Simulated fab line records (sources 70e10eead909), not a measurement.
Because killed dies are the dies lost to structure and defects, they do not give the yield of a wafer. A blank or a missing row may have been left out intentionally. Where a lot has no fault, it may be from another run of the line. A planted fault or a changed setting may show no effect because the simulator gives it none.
Which tool was responsible? -- flow nand-harc -- 6 lots (18 wafers sampled), 1 step of a 1302-step route

== WHAT THE GAUGES SHOWED, per wafer ==
NHARC_P_M2_OVL_MEAS_10: pitch 340 nm.
lot,measured,on,overlay-x-nm (nm)
L351,day 8 07:52,overlay-01,-1.2 -0.9 -0.8
L353,day 9 00:01,overlay-01,0.8 1.4 0.9
L355,day 9 19:40,overlay-01,0.0 0.7 0.8
L357,day 10 18:42,overlay-01,0.0 -0.6 -0.5
L361,day 12 11:29,overlay-01,-0.2 0.2 0.2
L364,day 13 18:08,overlay-01,0.7 -0.1 0.0

== WHICH TOOL RAN EACH LOT (tool, then ch and the chambers of the sampled wafers, then the start) ==
Record: no process step prior to these readings.

== THE ANSWER, worked out from the rows above alone ==
Rule: the usual values come from the lots themselves. The widest of any qualifying gaps counts: lots, ordered by their means at a reading, are off when they make up no more than a third of the lots, leave a main group of 4 or more, and stand apart from it by 3 or more times the standard deviation of that group's means. The tables above print the reading to a certain number of digits; a main group whose means all agree to those digits is not used. A lot without any number at a reading at which 4 lots or more have one is off too. Any other lot the step has rows for is counted as sound.
No lot is off at any reading shown: from this, nothing can be told.

== WHAT THE SIMULATOR HAD INSERTED ==
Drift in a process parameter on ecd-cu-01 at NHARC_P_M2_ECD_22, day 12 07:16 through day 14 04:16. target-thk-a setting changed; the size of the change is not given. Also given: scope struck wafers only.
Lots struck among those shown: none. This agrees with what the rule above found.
